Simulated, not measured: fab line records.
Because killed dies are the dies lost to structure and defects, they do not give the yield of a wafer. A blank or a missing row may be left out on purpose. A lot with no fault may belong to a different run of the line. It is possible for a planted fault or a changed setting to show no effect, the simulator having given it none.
Matching of chambers	flow nand harc	3 sister chambers for NHARC_A_STAIRCASE_DEP_417 on pecvd-04
The step deposits Si3N4, target thk 60 nm. 6 wafers are shown with their chamber, then 8 later ones without.

## WAFERS WITH THEIR CHAMBER
wafer	chamber	heater power w (W)	heater power outer w (W)
L086.3	2	556	335
L086.6	1	630	320
L087.1	0	762	445
L087.5	2	622	396
L087.6	1	574	295
L089.1	0	838	496

## WAFERS WITH NO CHAMBER GIVEN
wafer	heater power w (W)	heater power outer w (W)
L089.3	562	278
L089.4	832	496
L088.4	606	306
L088.5	743	434
L088.6	630	421
L096.1	545	331
L096.3	780	461
L096.4	536	345

## THE CHAMBER EACH PASSED THROUGH
wafer	from the rows above	in truth
L089.3	can't be placed: 1 or 2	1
L089.4	0	0
L088.4	can't be placed: 1 or 2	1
L088.5	0	0
L088.6	can't be placed: 2 or 1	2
L096.1	can't be placed: 2 or 1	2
L096.3	0	0
L096.4	can't be placed: 2 or 1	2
Placed correctly: 3 of 8. From these rows, 5 cannot be placed; in 5 the true chamber is one of the candidates. Placed wrongly: 0.
How it was worked out, from the rows above alone: a wafer's distance from a chamber is the root of the sum, over the readings, of the square of ((its reading less the chamber's mean) divided by the reading's scatter). The wafer belongs to the nearest chamber; if the next one is less than 2 further off, it can't be placed. Each chamber's mean is taken over the wafers shown for it. The scatter: the root of (the sum of the squares of (reading less its chamber's mean) over the shown wafers, divided by (wafers less chambers)).
